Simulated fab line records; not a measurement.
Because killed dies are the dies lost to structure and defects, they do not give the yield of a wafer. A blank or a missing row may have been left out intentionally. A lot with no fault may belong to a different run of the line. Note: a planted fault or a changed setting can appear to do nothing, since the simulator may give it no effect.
Struck lot and sound lot, side by side | flow nandHarc | 16 steps out of a route of 1302
Sound: these wafers, L401.1, L401.2, L401.6. Struck: wafers L415.2, L415.6 (left out: L415.1, a lot-mate that was not struck); the cause follows at the end.
For every step that has rows: the tool of each side, followed by ch and its chambers, followed by its first start. Under that, the readings that differ: sound wafers | struck wafers | difference of the means | sigmas: that difference in standard deviations of wafers without a fault.
alike: same words and numbers on both sides, and readings whose means sit less than 2 such deviations apart. not compared: any withheld reading, any reading some wafer has no value for, any bound like >300 that may hide the same value, and any number with overlapping values for which the record gives no deviation.
A row with sigmas, a row that says differs or no value, or rows on one side alone: a step with any of these is where the two part. Numbers that have no deviation but don't overlap get no sigmas and don't part them. A reading missing from all wafers of one side parts the sides only when that side holds two or more wafers.

first, 1 step without rows for these wafers: NHARC_A_DECK1_JOINT_SRD_15.
NHARC_A_DECK1_JOINT_DEP_16: deposits SiO2, target thk 45 nm.
  sound on pecvd-02 ch 0,2, day 13 18:38; struck on pecvd-02 ch 1,2, day 19 14:20
  alike: heaterPowerW, throttleValvePct
NHARC_A_DECK1_JOINT_THK_MEAS_17: measures by ellipsometry.
  sound on filmMetro-02, day 13 18:55; struck on filmMetro-02, day 19 14:38
  alike: thkNm
NHARC_A_DECK1_JOINT_INSPECT_05:
  sound on defectInspect-02, day 13 18:57; struck on defectInspect-02, day 19 14:40
  alike: rawDefectCount
then, no rows for these wafers at 1 step: NHARC_A_ONON_D2_DEP_00 (target thk 1000 nm).
NHARC_A_ONON_D2_THK_MEAS_02: measures by ellipsometry.
  sound on filmMetro-02, day 13 19:32; struck on filmMetro-02, day 19 15:14
  alike: thkNm
then, no rows for these wafers at 1 step: NHARC_A_ONON_D2_DEP_03 (target thk 1000 nm).
NHARC_A_ONON_D2_THK_MEAS_05: measures by ellipsometry.
  sound on filmMetro-02, day 13 20:05; struck on filmMetro-02, day 19 15:49
  alike: thkNm
then, no rows for these wafers at 1 step: NHARC_A_ONON_D2_DEP_06 (target thk 1000 nm).
NHARC_A_ONON_D2_THK_MEAS_08: measures by ellipsometry.
  sound on filmMetro-02, day 13 20:39; struck on filmMetro-01, day 19 16:23
  alike: thkNm
then, no rows for these wafers at 1 step: NHARC_A_ONON_D2_DEP_09 (target thk 1000 nm).
NHARC_A_ONON_D2_THK_MEAS_11: measures by ellipsometry.
  sound on filmMetro-01, day 13 21:13; struck on filmMetro-02, day 19 16:57
  alike: thkNm
NHARC_A_ONON_D2_DEP_12: target thk 1000 nm.
  sound on pecvdOnon-01 ch 0, day 13 21:17; struck on pecvdOnon-01 ch 0, day 19 17:00
NHARC_A_ONON_D2_THK_MEAS_14: measures by ellipsometry.
  sound on filmMetro-02, day 13 21:47; struck on filmMetro-02, day 19 17:31
reading    | sound          | struck  | difference | sigmas
thkNm (nm) | 1002 1003 1003 | 530 530 | -473       | -39
then, 1 step without rows for these wafers: NHARC_A_ONON_D2_ANNEAL_15 (time 3600 s).
-- the record jumps here: 12 days lie between the struck wafers' starts before and after (it left off in module A_ONON_D2 and takes up again in module END, whose first step shown is number 1302 of the route) --
NHARC_END_SORT_01:
  here the record holds rows for the struck wafers (prober-02 ch 0, day 31 20:24) but none for the sound ones

## WHERE THEY PART
Earliest at NHARC_A_ONON_D2_THK_MEAS_14; latest, in this record, at NHARC_END_SORT_01.

WHY: what the simulator had put in
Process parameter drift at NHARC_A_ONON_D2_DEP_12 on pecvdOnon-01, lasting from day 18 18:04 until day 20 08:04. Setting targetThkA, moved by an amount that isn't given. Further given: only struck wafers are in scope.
